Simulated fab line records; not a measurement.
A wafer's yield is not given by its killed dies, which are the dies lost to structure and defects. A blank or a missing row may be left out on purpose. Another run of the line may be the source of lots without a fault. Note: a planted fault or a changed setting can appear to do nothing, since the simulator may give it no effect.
Which tool is to blame? + flow nand-harc + 12 lots, 36 wafers sampled, at 2 steps of a route of 1159

WHAT EACH GAUGE READ, for each wafer
NHARC_P_CONTACT_OVL_MEAS_13.
| lot  | measured     | on         | overlay-x-nm (nm) |
|------|--------------|------------|-------------------|
| L075 | day 5 17:49  | overlay-02 | -1.7 -1.2 -1.6    |
| L077 | day 6 05:03  | overlay-02 | 0.6 0.6 0.9       |
| L079 | day 6 20:22  | overlay-02 | 0.6 0.7 0.6       |
| L081 | day 7 12:08  | overlay-02 | -0.2 0.0 -0.1     |
| L083 | day 7 14:47  | overlay-02 | 1.1 0.6 0.8       |
| L085 | day 8 03:40  | overlay-01 | 0.9 1.0 0.4       |
| L087 | day 8 17:21  | overlay-02 | 0.2 1.0 0.6       |
| L089 | day 9 09:19  | overlay-02 | -0.1 -0.6 -0.5    |
| L091 | day 9 21:52  | overlay-02 | 0.1 0.1 -0.2      |
| L093 | day 10 05:53 | overlay-01 | -0.4 -0.4 0.0     |
| L095 | day 10 22:17 | overlay-02 | -0.3 -0.4 -0.4    |
| L097 | day 11 03:56 | overlay-01 | -1.5 -1.8 -1.2    |

EACH LOT AND THE TOOL THAT RAN IT (in order: tool; ch and the chambers of the sampled wafers; start)
| lot  | NHARC_P_ZERO_WELL_RTA_42        |
|------|---------------------------------|
| L075 | rtp-anneal-02 ch 0, day 2 01:02 |
| L077 | rtp-anneal-01 ch 0, day 2 13:07 |
| L079 | rtp-anneal-01 ch 0, day 3 01:02 |
| L081 | rtp-anneal-01 ch 0, day 3 16:29 |
| L083 | rtp-anneal-01 ch 0, day 4 01:10 |
| L085 | rtp-anneal-02 ch 0, day 4 12:53 |
| L087 | rtp-anneal-01 ch 0, day 5 00:53 |
| L089 | rtp-anneal-02 ch 0, day 5 12:46 |
| L091 | rtp-anneal-02 ch 0, day 6 01:10 |
| L093 | rtp-anneal-01 ch 0, day 6 12:58 |
| L095 | rtp-anneal-01 ch 0, day 7 00:54 |
| L097 | rtp-anneal-02 ch 0, day 7 13:08 |
- NHARC_P_ZERO_WELL_RTA_42: time 300 s.

THE ANSWER, worked out from the rows above alone
Rule: what is usual is taken from the lots themselves. The widest of any qualifying gaps counts: lots, ordered by their means at a reading, are off when they make up no more than a third of the lots, leave a main group of 4 or more, and stand apart from it by 3 or more times the standard deviation of that group's means. If all means in a main group match to the digits the tables above print for the reading, that group is not used. A lot without any number at a reading at which 4 lots or more have one is off too. All remaining lots with rows at the step are treated as sound.
No lot is off at any reading shown: from this, nothing can be told.

WHAT THE SIMULATOR HAD INSERTED
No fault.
